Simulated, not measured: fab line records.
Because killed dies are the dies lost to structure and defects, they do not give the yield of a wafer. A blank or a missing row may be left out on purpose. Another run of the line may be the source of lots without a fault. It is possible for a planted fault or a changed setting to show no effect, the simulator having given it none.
fab line records	flow nand-harc
[record] lots = 24	wafers = 72	last-day = 32
route steps=1302 shown P_START@1 P_GATE@172 P_CONTACT@234 P_M0@282 P_M1@298
lots that met no fault: taken from a fault-free run of the same line
start-h: hours from the record's first day to the start of the lot's first wafer shown	wait-h: how many hours have passed since the lot's step before this one	" as in the row above	L1.1+2: several wafers, shown together as one row	- no value, or no start given	* or withheld: withheld	< > ~ a bound
route shown NAME@n: NAME is a module with steps in the file, n the number in the route of the first one	usual: mean/standard deviation taken from wafers without a fault	same: alike in all rows	chamber/n: place in a boat	sites: the reading at each site	_std_site: the standard deviation of these	_edge_site: mean of outer sites minus mean of inner sites	radius-mm: for every site, how far away it sits from the centre of the wafer	mask NAME#n: copy n	behind: the most recent tool/chamber to have shaped the wafer	hold: why the lot went on hold/how many hours it stayed there/how the hold came to an end	device: whichever transistor did not switch (one of n, p or np)	end of line: the same wafers' tests at the end of the route	step lacking rows: just its recipe	killed: not the wafer's yield, but the dies lost to structure and defects at the first sort	map: a wafer's dies, marking killed ones x, the rest . and places with no die _
set.NAME: setting as actually run; set.NAME@STEP: the setting as run at that earlier step	model.NAME: the simulator's own value behind a step, which no gauge read
steps of the route over a sample of lots; a table a step, a row a wafer
services: when a tool's chamber went out of use (start-h, in hours from the record's first day, below 0 if earlier), for how many hours, and the reason
[[steps]]
[step NHARC_P_START_INSPECT_01]
[usual] raw-defect-count = 3.5/1.9
lot.wafer	tool	chamber	start-h	wait-h	raw-defect-count
L074.2	defect-inspect-01	-	20.05	-	5
L074.3	"	-	"	"	3
L074.4	"	-	"	"	3
L075.2	defect-inspect-02	-	30.04	-	3
L075.5	"	-	"	"	0
L075.6	"	-	"	"	3
L076.2	defect-inspect-02	-	40.04	-	6
L076.3	"	-	"	"	3
L076.6	"	-	"	"	4
L077.2	defect-inspect-01	-	50.04	-	7
L077.3	"	-	"	"	6
L077.4	"	-	"	"	1
L078.3	defect-inspect-02	-	60.04	-	0
L078.4	"	-	"	"	2
L078.6	"	-	"	"	2
L079.1	defect-inspect-01	-	70.04	-	2
L079.3	"	-	"	"	7
L079.6	"	-	"	"	4
L080.2	defect-inspect-02	-	80.04	-	5
L080.3	"	-	"	"	5
L080.5	"	-	"	"	4
L081.1	defect-inspect-01	-	90.04	-	7
L081.3	"	-	"	"	7
L081.5	"	-	"	"	2
L082.2	defect-inspect-01	-	100.04	-	4
L082.4	"	-	"	"	5
L082.5	"	-	"	"	4
L083.1	defect-inspect-02	-	110.04	-	3
L083.3	"	-	"	"	3
L083.4	"	-	"	"	4
L084.1	defect-inspect-02	-	120.04	-	3
L084.3	"	-	"	"	0
L084.4	"	-	"	"	4
L085.3	defect-inspect-01	-	130.04	-	3
L085.5	"	-	"	"	1
L085.6	"	-	"	"	3
L086.1	defect-inspect-01	-	140.04	-	7
L086.4	"	-	"	"	4
L086.6	"	-	"	"	4
L087.1	defect-inspect-02	-	150.04	-	2
L087.4	"	-	"	"	3
L087.6	"	-	"	"	6
L088.1	defect-inspect-02	-	160.04	-	4
L088.4	"	-	"	"	2
L088.6	"	-	"	"	5
L089.4	defect-inspect-01	-	170.04	-	5
L089.5	"	-	"	"	3
L089.6	"	-	"	"	3
L090.3	defect-inspect-02	-	180.05	-	3
L090.4	"	-	"	"	1
L090.5	"	-	"	"	5
L091.3	defect-inspect-02	-	190.04	-	2
L091.4	"	-	"	"	3
L091.5	"	-	"	"	5
L092.1	defect-inspect-01	-	200.04	-	4
L092.3	"	-	"	"	5
L092.5	"	-	"	"	1
L093.2	defect-inspect-01	-	210.04	-	2
L093.3	"	-	"	"	3
L093.6	"	-	"	"	5
L094.1	defect-inspect-02	-	220.04	-	6
L094.3	"	-	"	"	3
L094.4	"	-	"	"	6
L095.2	defect-inspect-02	-	230.04	-	1
L095.3	"	-	"	"	4
L095.5	"	-	"	"	3
L096.3	defect-inspect-02	-	240.04	-	2
L096.5	"	-	"	"	4
L096.6	"	-	"	"	2
L097.1	defect-inspect-01	-	250.04	-	3
L097.3	"	-	"	"	6
L097.4	"	-	"	"	4
[step NHARC_P_GATE_DESCUM_48]
[recipe] time-s = 3	o2-flow-sccm = 200	ar-flow-sccm = 0	bias-power-w = 0	chemistry = O2
[usual] drypump-motor-current-A = 5.9/0.42	oes-product-au = 0.997/0.012	rf-vpp-V = 57.6/0.9	showerhead-plenum-p-Torr = 1.90/0.057	throttle-valve-pct = 11.311/0.0093
[same] time-s = 3
lot.wafer	tool	chamber	start-h	wait-h	drypump-motor-current-A	oes-product-au	rf-hours-counter-h	rf-vpp-V	showerhead-plenum-p-Torr	throttle-valve-pct
L074.4	rie-diel-09	0	115.59	-	5.6	0.975	9	57.3	1.84	11.314
L074.3	"	1	"	"	6.2	0.987	8	57.5	1.94	11.291
L074.2	"	3	"	"	6.3	0.989	11	55.4	1.91	11.313
L075.2	rie-diel-12	0	116.46	-	5.6	1.013	2	58.0	1.98	11.322
L075.6	"	2	"	"	5.2	1.005	-	58.1	1.86	11.314
L075.5	"	3	"	"	6.6	1.006	-	57.1	1.91	11.311
L076.2	rie-diel-12	1	126.68	-	5.9	0.987	2	57.8	1.89	11.295
L076.3	"	2	"	"	5.2	1.002	2	57.8	1.86	11.320
L076.6	"	0	"	"	5.6	1.002	-	57.9	1.98	11.331
L077.3	rie-diel-12	3	142.68	-	6.7	1.009	3	56.9	1.91	11.306
L077.4	"	0	"	"	5.6	0.994	4	56.9	1.98	11.285
L077.2	"	1	"	"	6.0	1.000	4	56.4	1.89	11.317
L078.4	rie-diel-12	3	143.86	-	6.6	0.999	3	58.2	1.91	11.298
L078.3	"	0	"	"	5.5	0.997	4	58.4	1.98	11.297
L078.6	"	1	"	"	6.0	1.006	-	57.9	1.89	11.300
L079.3	rie-diel-09	3	154.58	-	6.3	1.022	0	56.2	1.91	11.303
L079.1	"	0	"	"	5.6	0.992	0	56.8	1.83	11.325
L079.6	"	2	"	"	6.0	0.971	-	58.5	1.98	11.301
L080.3	rie-diel-09	2	171.56	-	6.0	0.980	1	57.2	1.98	11.318
L080.2	"	1	"	"	6.2	0.995	1	58.8	1.94	11.314
L080.5	"	2	"	"	6.0	0.982	-	58.6	1.98	11.311
L081.1	rie-diel-03	2	177.90	-	5.6	0.984	4	57.6	1.82	11.321
L081.3	"	0	"	"	6.6	0.994	4	57.7	1.95	11.312
L081.5	"	2	"	"	5.6	0.984	-	59.1	1.82	11.313
L082.2	rie-diel-03	3	188.48	-	5.8	0.991	3	57.2	1.84	11.318
L082.4	"	1	"	"	6.0	1.002	3	57.1	1.97	11.316
L082.5	"	3	"	"	5.8	1.006	-	58.0	1.84	11.319
L084.3	rie-diel-12	2	205.63	-	5.2	1.011	8	58.8	1.86	11.327
L084.1	"	3	"	"	6.6	1.007	8	59.1	1.90	11.322
L084.4	"	1	"	"	5.9	1.009	8	57.0	1.88	11.303
L083.1	rie-diel-09	2	206.43	-	5.9	0.986	2	57.7	1.98	11.308
L083.4	"	3	"	"	6.3	1.014	3	56.5	1.91	11.322
L083.3	"	1	"	"	6.2	0.996	2	58.7	1.94	11.308
L085.3	rie-diel-12	2	222.20	-	5.2	1.005	10	57.1	1.86	11.314
L085.5	"	1	"	"	5.9	0.992	-	56.6	1.88	11.328
L085.6	"	2	"	"	5.2	1.009	-	57.2	1.86	11.305
L086.1	rie-diel-09	0	227.23	-	5.6	0.986	4	56.1	1.83	11.311
L086.6	"	2	"	"	6.0	1.002	-	58.1	1.98	11.304
L086.4	"	0	"	"	5.6	0.989	-	57.1	1.83	11.305
L087.1	rie-diel-12	1	233.80	-	5.9	0.994	11	57.5	1.88	11.315
L087.4	"	0	"	"	5.6	0.996	11	58.6	1.98	11.315
L087.6	"	1	"	"	5.9	0.998	-	56.9	1.88	11.312
L088.1	rie-diel-03	2	251.95	-	5.6	0.992	8	57.5	1.82	11.301
L088.4	"	0	"	"	6.6	0.990	7	59.3	1.95	11.304
L088.6	"	2	"	"	5.6	0.971	-	57.2	1.82	11.326
L089.4	rie-diel-09	2	257.72	-	6.0	0.990	5	57.7	1.98	11.320
L089.6	"	3	"	"	6.3	0.996	-	56.8	1.91	11.311
L089.5	"	0	"	"	5.6	0.981	-	58.9	1.83	11.309
L090.3	rie-diel-03	3	272.23	-	5.8	0.983	8	57.6	1.83	11.319
L090.4	"	1	"	"	6.1	1.011	7	57.9	1.97	11.305
L090.5	"	2	"	"	5.6	1.003	-	56.1	1.82	11.305
L091.3	rie-diel-03	3	280.66	-	5.8	0.981	9	58.7	1.83	11.326
L091.4	"	0	"	"	6.6	0.985	9	57.0	1.95	11.320
L091.5	"	1	"	"	6.0	0.994	-	58.5	1.97	11.312
L092.3	rie-diel-12	1	298.80	-	6.0	0.987	1	57.3	1.88	11.317
L092.1	"	0	"	"	5.6	0.993	1	57.8	1.98	11.311
L092.5	"	1	"	"	5.9	0.989	-	57.3	1.88	11.319
L093.2	rie-diel-03	1	303.87	-	6.1	0.981	1	59.7	1.97	11.319
L093.3	"	3	"	"	5.7	0.997	1	56.0	1.83	11.306
L093.6	"	0	"	"	6.6	1.014	-	59.1	1.95	11.307
L094.1	rie-diel-09	3	308.26	-	6.3	1.016	7	58.6	1.91	11.302
L094.4	"	0	"	"	5.7	0.987	8	58.1	1.83	11.309
L094.3	"	1	"	"	6.2	0.979	7	57.8	1.94	11.311
L096.3	rie-diel-03	0	320.75	-	6.6	1.015	2	57.6	1.95	11.311
L096.5	"	2	"	"	5.6	1.015	-	57.7	1.82	11.301
L096.6	"	3	"	"	5.8	0.998	-	58.5	1.83	11.326
L095.3	rie-diel-03	3	320.90	-	5.8	1.006	2	56.6	1.83	11.318
L095.2	"	0	"	"	6.6	1.014	2	58.1	1.95	11.301
L095.5	"	3	"	"	5.8	1.003	-	57.9	1.83	11.305
L097.1	rie-diel-09	2	338.03	-	6.0	1.005	0	58.9	1.98	11.299
L097.4	"	3	"	"	6.3	0.994	0	57.3	1.91	11.303
L097.3	"	0	"	"	5.6	0.979	0	56.8	1.83	11.312
[step NHARC_P_GATE_RTA_80]
[recipe] temp-c = 300	time-s = 30
[usual] lamp-power-pct = 2.04/0.1	lamp_zone_7_pct = 2.14/0.11	wafer_temp_C_max = 301.3/0.37
[same] time-s = 30
lot.wafer	tool	chamber	start-h	wait-h	lamp-power-pct	lamp_zone_7_pct	wafer_temp_C_max
L074.2	rtp-anneal-02	0	121.22	-	1.86	1.96	302.2
L074.3	"	0	"	"	1.86	1.95	302.1
L074.4	"	0	"	"	1.86	1.95	302.1
L075.2	rtp-anneal-01	0	122.18	-	2.11	2.21	301.2
L075.5	"	0	"	"	2.10	2.21	300.9
L075.6	"	0	"	"	2.11	2.21	301.3
L076.2	rtp-anneal-01	0	132.40	-	2.11	2.20	301.2
L076.3	"	0	"	"	2.10	2.20	301.2
L076.6	"	0	"	"	2.10	2.20	301.4
L077.2	rtp-anneal-01	0	148.79	-	2.10	2.21	301.7
L077.3	"	0	"	"	2.10	2.21	301.2
L077.4	"	0	"	"	2.11	2.21	301.4
L078.3	rtp-anneal-01	0	149.67	-	2.10	2.20	301.1
L078.4	"	0	"	"	2.10	2.20	301.6
L078.6	"	0	"	"	2.10	2.20	301.0
L079.1	rtp-anneal-02	0	160.52	-	1.87	1.96	302.0
L079.3	"	0	"	"	1.87	1.96	301.4
L079.6	"	0	"	"	1.87	1.96	301.6
L080.2	rtp-anneal-01	0	177.42	-	2.10	2.20	301.1
L080.3	"	0	"	"	2.10	2.20	301.2
L080.5	"	0	"	"	2.10	2.20	300.8
L081.1	rtp-anneal-02	0	183.70	-	1.86	1.96	302.0
L081.3	"	0	"	"	1.86	1.95	301.6
L081.5	"	0	"	"	1.86	1.95	302.2
L082.2	rtp-anneal-01	0	194.23	-	2.10	2.21	301.0
L082.4	"	0	"	"	2.11	2.21	301.5
L082.5	"	0	"	"	2.10	2.20	300.9
L084.1	rtp-anneal-01	0	211.10	-	2.10	2.21	301.1
L084.3	"	0	"	"	2.10	2.21	300.8
L084.4	"	0	"	"	2.10	2.21	301.3
L083.1	rtp-anneal-02	0	212.15	-	1.86	1.95	301.3
L083.3	"	0	"	"	1.86	1.96	301.6
L083.4	"	0	"	"	1.86	1.95	301.3
L085.3	rtp-anneal-01	0	228.03	-	2.11	2.21	300.6
L085.5	"	0	"	"	2.11	2.21	301.1
L085.6	"	0	"	"	2.11	2.21	300.9
L086.1	rtp-anneal-02	0	232.93	-	1.86	1.96	301.8
L086.4	"	0	"	"	1.86	1.96	302.1
L086.6	"	0	"	"	1.86	1.95	301.6
L087.1	rtp-anneal-02	0	239.68	-	1.87	1.96	301.3
L087.4	"	0	"	"	1.87	1.96	301.6
L087.6	"	0	"	"	1.87	1.96	301.5
L088.1	rtp-anneal-01	0	257.40	-	2.10	2.20	301.2
L088.4	"	0	"	"	2.10	2.20	301.3
L088.6	"	0	"	"	2.10	2.21	300.9
L089.4	rtp-anneal-01	0	263.62	-	2.10	2.20	301.4
L089.5	"	0	"	"	2.10	2.20	301.5
L089.6	"	0	"	"	2.10	2.20	301.3
L090.3	rtp-anneal-01	0	277.84	-	2.11	2.21	301.0
L090.4	"	0	"	"	2.11	2.21	301.5
L090.5	"	0	"	"	2.11	2.21	301.3
L091.3	rtp-anneal-01	0	286.51	-	2.11	2.21	301.0
L091.4	"	0	"	"	2.11	2.21	300.8
L091.5	"	0	"	"	2.11	2.21	300.9
L092.1	rtp-anneal-01	0	304.39	-	2.10	2.20	301.1
L092.3	"	0	"	"	2.10	2.20	301.0
L092.5	"	0	"	"	2.10	2.20	301.4
L093.2	rtp-anneal-01	0	309.50	-	2.10	2.20	301.2
L093.3	"	0	"	"	2.10	2.21	301.7
L093.6	"	0	"	"	2.10	2.20	301.1
L094.1	rtp-anneal-01	0	313.87	-	2.10	2.21	301.3
L094.3	"	0	"	"	2.11	2.21	300.6
L094.4	"	0	"	"	2.11	2.21	300.6
L096.3	rtp-anneal-01	0	326.48	-	2.10	2.21	301.0
L096.5	"	0	"	"	2.10	2.20	301.5
L096.6	"	0	"	"	2.10	2.20	301.4
L095.2	rtp-anneal-01	0	326.63	-	2.10	2.20	301.7
L095.3	"	0	"	"	2.10	2.21	301.2
L095.5	"	0	"	"	2.10	2.21	301.1
L097.1	rtp-anneal-01	0	343.81	-	2.10	2.20	301.0
L097.3	"	0	"	"	2.10	2.20	301.2
L097.4	"	0	"	"	2.10	2.20	301.5
[step NHARC_P_CONTACT_INSPECT_14]
[usual] raw-defect-count = 4.2/2.3
lot.wafer	tool	chamber	start-h	wait-h	raw-defect-count
L074.2	defect-inspect-02	-	123.68	0.0	7
L074.3	"	-	"	"	7
L074.4	"	-	"	"	6
L075.2	defect-inspect-01	-	124.57	0.0	5
L075.5	"	-	"	"	7
L075.6	"	-	"	"	6
L076.2	defect-inspect-01	-	134.76	0.0	5
L076.3	"	-	"	"	7
L076.6	"	-	"	"	5
L077.2	defect-inspect-02	-	151.15	0.0	9
L077.3	"	-	"	"	5
L077.4	"	-	"	"	4
L078.3	defect-inspect-02	-	152.01	0.0	4
L078.4	"	-	"	"	3
L078.6	"	-	"	"	2
L079.1	defect-inspect-01	-	162.92	0.0	6
L079.3	"	-	"	"	5
L079.6	"	-	"	"	6
L080.2	defect-inspect-02	-	179.70	0.0	5
L080.3	"	-	"	"	3
L080.5	"	-	"	"	1
L081.1	defect-inspect-01	-	185.96	0.0	3
L081.3	"	-	"	"	2
L081.5	"	-	"	"	1
L082.2	defect-inspect-02	-	196.60	0.0	3
L082.4	"	-	"	"	2
L082.5	"	-	"	"	2
L084.1	defect-inspect-01	-	213.51	0.0	3
L084.3	"	-	"	"	2
L084.4	"	-	"	"	6
L083.1	defect-inspect-02	-	214.54	0.0	1
L083.3	"	-	"	"	0
L083.4	"	-	"	"	3
L085.3	defect-inspect-01	-	230.25	0.0	5
L085.5	"	-	"	"	2
L085.6	"	-	"	"	4
L086.1	defect-inspect-01	-	235.57	0.0	2
L086.4	"	-	"	"	3
L086.6	"	-	"	"	4
L087.1	defect-inspect-01	-	242.25	0.0	6
L087.4	"	-	"	"	4
L087.6	"	-	"	"	6
L088.1	defect-inspect-02	-	259.70	0.0	6
L088.4	"	-	"	"	1
L088.6	"	-	"	"	5
L089.4	defect-inspect-01	-	265.93	0.0	3
L089.5	"	-	"	"	8
L089.6	"	-	"	"	1
L090.3	defect-inspect-01	-	280.10	0.0	2
L090.4	"	-	"	"	4
L090.5	"	-	"	"	1
L091.3	defect-inspect-02	-	289.11	0.0	1
L091.4	"	-	"	"	4
L091.5	"	-	"	"	3
L092.1	defect-inspect-02	-	306.66	0.0	8
L092.3	"	-	"	"	3
L092.5	"	-	"	"	0
L093.2	defect-inspect-01	-	311.87	0.0	3
L093.3	"	-	"	"	8
L093.6	"	-	"	"	8
L094.1	defect-inspect-02	-	316.25	0.0	3
L094.3	"	-	"	"	1
L094.4	"	-	"	"	4
L096.3	defect-inspect-02	-	328.82	0.0	3
L096.5	"	-	"	"	2
L096.6	"	-	"	"	3
L095.2	defect-inspect-01	-	329.03	0.0	5
L095.3	"	-	"	"	4
L095.5	"	-	"	"	9
L097.1	defect-inspect-02	-	346.07	0.0	7
L097.3	"	-	"	"	6
L097.4	"	-	"	"	5
[step NHARC_P_M0_INSPECT_27]
[usual] raw-defect-count = 278/110
lot.wafer	tool	chamber	start-h	wait-h	raw-defect-count
L074.2	defect-inspect-02	-	130.45	0.0	227
L074.3	"	-	"	"	222
L074.4	"	-	"	"	225
L075.2	defect-inspect-02	-	131.43	0.0	207
L075.5	"	-	"	"	303
L075.6	"	-	"	"	297
L076.2	defect-inspect-02	-	141.83	0.0	320
L076.3	"	-	"	"	283
L076.6	"	-	"	"	218
L077.2	defect-inspect-02	-	158.05	0.0	312
L077.3	"	-	"	"	233
L077.4	"	-	"	"	238
L078.3	defect-inspect-01	-	158.75	0.0	264
L078.4	"	-	"	"	317
L078.6	"	-	"	"	349
L079.1	defect-inspect-01	-	169.78	0.0	245
L079.3	"	-	"	"	246
L079.6	"	-	"	"	153
L080.2	defect-inspect-01	-	186.93	0.0	732
L080.3	"	-	"	"	700
L080.5	"	-	"	"	358
L081.1	defect-inspect-02	-	192.82	0.0	303
L081.3	"	-	"	"	312
L081.5	"	-	"	"	357
L082.2	defect-inspect-02	-	203.52	0.0	276
L082.4	"	-	"	"	173
L082.5	"	-	"	"	240
L084.1	defect-inspect-01	-	220.16	0.0	252
L084.3	"	-	"	"	152
L084.4	"	-	"	"	171
L083.1	defect-inspect-01	-	221.30	0.0	459
L083.3	"	-	"	"	379
L083.4	"	-	"	"	308
L085.3	defect-inspect-02	-	237.13	0.0	124
L085.5	"	-	"	"	305
L085.6	"	-	"	"	150
L086.1	defect-inspect-02	-	242.28	0.0	189
L086.4	"	-	"	"	280
L086.6	"	-	"	"	236
L087.1	defect-inspect-02	-	248.90	0.0	344
L087.4	"	-	"	"	349
L087.6	"	-	"	"	298
L088.1	defect-inspect-02	-	266.40	0.0	289
L088.4	"	-	"	"	148
L088.6	"	-	"	"	153
L089.4	defect-inspect-01	-	272.69	0.0	305
L089.5	"	-	"	"	291
L089.6	"	-	"	"	292
L090.3	defect-inspect-01	-	286.85	0.0	142
L090.4	"	-	"	"	173
L090.5	"	-	"	"	345
L091.3	defect-inspect-01	-	296.18	0.0	319
L091.4	"	-	"	"	236
L091.5	"	-	"	"	363
L092.1	defect-inspect-01	-	313.52	0.0	221
L092.3	"	-	"	"	248
L092.5	"	-	"	"	195
L093.2	defect-inspect-02	-	319.10	0.0	234
L093.3	"	-	"	"	483
L093.6	"	-	"	"	338
L094.1	defect-inspect-01	-	323.11	0.0	407
L094.3	"	-	"	"	294
L094.4	"	-	"	"	258
L096.3	defect-inspect-01	-	335.57	0.0	176
L096.5	"	-	"	"	141
L096.6	"	-	"	"	209
L095.2	defect-inspect-01	-	336.75	0.0	299
L095.3	"	-	"	"	350
L095.5	"	-	"	"	480
L097.1	defect-inspect-02	-	353.13	0.0	150
L097.3	"	-	"	"	229
L097.4	"	-	"	"	319
[step NHARC_P_M1_DESCUM_14]
[recipe] time-s = 3	o2-flow-sccm = 200	ar-flow-sccm = 0	bias-power-w = 0	chemistry = O2
[usual] drypump-motor-current-A = 5.8/0.3	oes-product-au = 1.004/0.016	rf-vpp-V = 57.6/0.79	showerhead-plenum-p-Torr = 1.86/0.064	throttle-valve-pct = 11.313/0.0099
[same] time-s = 3
lot.wafer	tool	chamber	start-h	wait-h	drypump-motor-current-A	oes-product-au	rf-hours-counter-h	rf-vpp-V	showerhead-plenum-p-Torr	throttle-valve-pct
L074.4	rie-diel-10	2	131.88	0.1	5.9	1.008	5	56.4	1.82	11.307
L074.2	"	0	"	"	5.8	1.000	4	57.7	1.85	11.298
L074.3	"	1	"	"	6.4	1.014	4	57.7	1.86	11.300
L075.2	rie-diel-10	3	133.03	0.1	5.4	1.027	5	58.2	1.80	11.317
L075.6	"	0	"	"	5.8	0.996	-	56.6	1.85	11.288
L075.5	"	1	"	"	6.4	1.016	-	58.0	1.86	11.316
L076.3	rie-diel-10	1	143.42	0.1	6.4	1.017	5	58.4	1.86	11.329
L076.2	"	3	"	"	5.4	1.039	5	58.0	1.80	11.323
L076.6	"	0	"	"	5.8	1.016	-	57.9	1.85	11.295
L077.4	rie-diel-06	0	159.62	0.1	5.7	0.995	7	57.3	1.82	11.311
L077.2	"	1	"	"	6.0	1.007	8	58.7	1.80	11.309
L077.3	"	3	"	"	5.7	1.000	5	57.0	1.80	11.330
L078.3	rie-diel-06	3	160.37	0.1	5.8	0.999	5	56.3	1.81	11.295
L078.4	"	1	"	"	6.0	1.005	8	58.2	1.80	11.317
L078.6	"	2	"	"	5.6	1.002	-	56.8	1.91	11.304
L079.3	rie-diel-07	3	171.35	0.1	5.8	0.974	3	59.5	1.99	11.326
L079.1	"	1	"	"	6.0	1.035	3	57.6	1.96	11.291
L079.6	"	0	"	"	5.4	0.982	-	57.8	1.91	11.297
L080.2	rie-diel-07	1	188.50	0.1	6.0	1.025	4	58.5	1.96	11.322
L080.3	"	3	"	"	5.8	0.974	4	57.9	1.99	11.322
L080.5	"	1	"	"	6.0	1.032	-	58.1	1.96	11.314
L081.3	rie-diel-10	0	194.70	0.1	5.8	1.013	9	55.3	1.85	11.314
L081.1	"	1	"	"	6.4	1.029	10	58.7	1.86	11.322
L081.5	"	3	"	"	5.4	1.024	-	57.2	1.80	11.310
L082.2	rie-diel-07	0	205.13	0.1	5.4	0.981	5	56.7	1.91	11.325
L082.4	"	3	"	"	5.8	0.973	-	57.6	1.99	11.332
L082.5	"	1	"	"	6.0	1.009	-	59.0	1.96	11.326
L084.1	rie-diel-10	3	221.73	0.1	5.4	1.025	13	56.6	1.80	11.310
L084.4	"	1	"	"	6.4	1.023	11	58.5	1.86	11.297
L084.3	"	2	"	"	5.9	1.014	14	57.0	1.82	11.315
L083.4	rie-diel-10	0	222.73	0.1	5.8	1.000	13	56.9	1.84	11.306
L083.1	"	1	"	"	6.4	1.028	11	57.7	1.86	11.302
L083.3	"	3	"	"	5.4	1.021	13	57.3	1.80	11.307
L085.3	rie-diel-10	1	238.86	0.1	6.4	1.028	13	57.3	1.86	11.326
L085.5	"	3	"	"	5.5	1.023	-	57.2	1.80	11.292
L085.6	"	0	"	"	5.8	1.005	-	57.6	1.84	11.300
L086.4	rie-diel-07	0	243.74	0.1	5.4	1.000	7	56.9	1.91	11.318
L086.1	"	2	"	"	6.2	0.987	6	57.0	1.82	11.307
L086.6	"	0	"	"	5.4	0.992	-	57.0	1.91	11.304
L087.1	rie-diel-07	2	250.48	0.1	6.2	0.986	6	57.7	1.82	11.313
L087.4	"	1	"	"	6.0	1.016	7	58.0	1.96	11.282
L087.6	"	3	"	"	5.8	0.983	-	59.2	1.99	11.324
L088.1	rie-diel-10	1	268.00	0.1	6.4	1.020	3	56.9	1.86	11.315
L088.6	"	2	"	"	5.9	1.004	-	58.6	1.82	11.313
L088.4	"	0	"	"	5.8	1.002	-	56.6	1.84	11.313
L089.6	rie-diel-07	1	274.19	0.1	6.0	1.013	-	57.8	1.96	11.310
L089.5	"	2	"	"	6.2	0.997	-	56.7	1.82	11.320
L089.4	"	3	"	"	5.8	0.989	-	58.3	1.99	11.310
L090.3	rie-diel-10	0	288.44	0.1	5.8	1.006	3	57.6	1.84	11.312
L090.4	"	2	"	"	5.9	1.001	4	57.1	1.82	11.313
L090.5	"	0	"	"	5.8	1.002	-	59.2	1.84	11.310
L091.3	rie-diel-06	3	297.64	0.1	5.7	1.019	48	58.0	1.79	11.318
L091.4	"	2	"	"	5.5	1.025	45	57.7	1.90	11.310
L091.5	"	3	"	"	5.7	1.008	-	58.7	1.79	11.310
L092.3	rie-diel-07	2	315.00	0.1	6.2	0.984	1	57.6	1.82	11.316
L092.1	"	1	"	"	6.0	0.988	1	58.0	1.96	11.314
L092.5	"	2	"	"	6.2	0.984	-	58.4	1.82	11.308
L093.3	rie-diel-10	2	320.72	0.1	5.9	0.990	7	58.3	1.82	11.329
L093.2	"	1	"	"	6.4	1.004	7	57.1	1.85	11.325
L093.6	"	3	"	"	5.4	1.001	-	56.7	1.80	11.321
L094.3	rie-diel-07	0	324.67	0.1	5.4	0.988	1	57.4	1.91	11.294
L094.4	"	2	"	"	6.2	0.985	1	57.6	1.82	11.318
L094.1	"	3	"	"	5.8	0.987	1	57.7	1.99	11.328
L096.3	rie-diel-07	3	337.17	0.1	5.8	0.987	2	58.2	1.99	11.309
L096.6	"	1	"	"	6.0	0.995	-	58.8	1.96	11.317
L096.5	"	2	"	"	6.2	0.984	-	57.0	1.82	11.328
L095.3	rie-diel-10	0	338.37	0.1	5.8	1.007	7	58.9	1.84	11.316
L095.2	"	1	"	"	6.4	1.009	8	57.9	1.85	11.321
L095.5	"	3	"	"	5.4	1.003	-	56.6	1.80	11.319
L097.3	rie-diel-10	0	354.71	0.1	5.8	1.008	9	58.0	1.84	11.328
L097.4	"	2	"	"	5.9	1.008	10	56.9	1.81	11.317
L097.1	"	3	"	"	5.4	1.014	9	57.9	1.80	11.315
[[services]]
tool	chamber	start-h	hours	kind
rie-diel-03	2	97.10	1.7	repair
rie-diel-03	2	102.53	2.8	repair
rie-diel-07	-	117.20	9.0	pm
rie-diel-09	2	121.83	23.1	repair
rie-diel-03	3	143.02	5.1	repair
rie-diel-09	-	143.10	9.0	pm
rie-diel-03	1	144.61	4.3	repair
rie-diel-09	1	176.05	6.8	repair
rie-diel-12	-	178.74	0.9	repair
rie-diel-07	2	193.80	30.6	repair
rie-diel-10	1	210.27	10.1	repair
rie-diel-03	1	214.61	2.2	repair
rie-diel-03	-	215.09	1.3	repair
rie-diel-07	1	223.24	3.7	repair
rie-diel-09	3	225.95	7.5	repair
rie-diel-10	-	242.50	9.0	pm
rie-diel-09	3	246.88	4.9	repair
rie-diel-03	3	258.41	12.7	repair
rie-diel-10	3	264.24	5.9	repair
rie-diel-07	0	271.91	10.5	repair
rie-diel-10	0	275.42	4.9	repair
rie-diel-07	0	286.71	9.7	repair
rie-diel-10	-	292.27	0.9	repair
rie-diel-07	-	294.20	9.0	pm
[[key]]
fault none
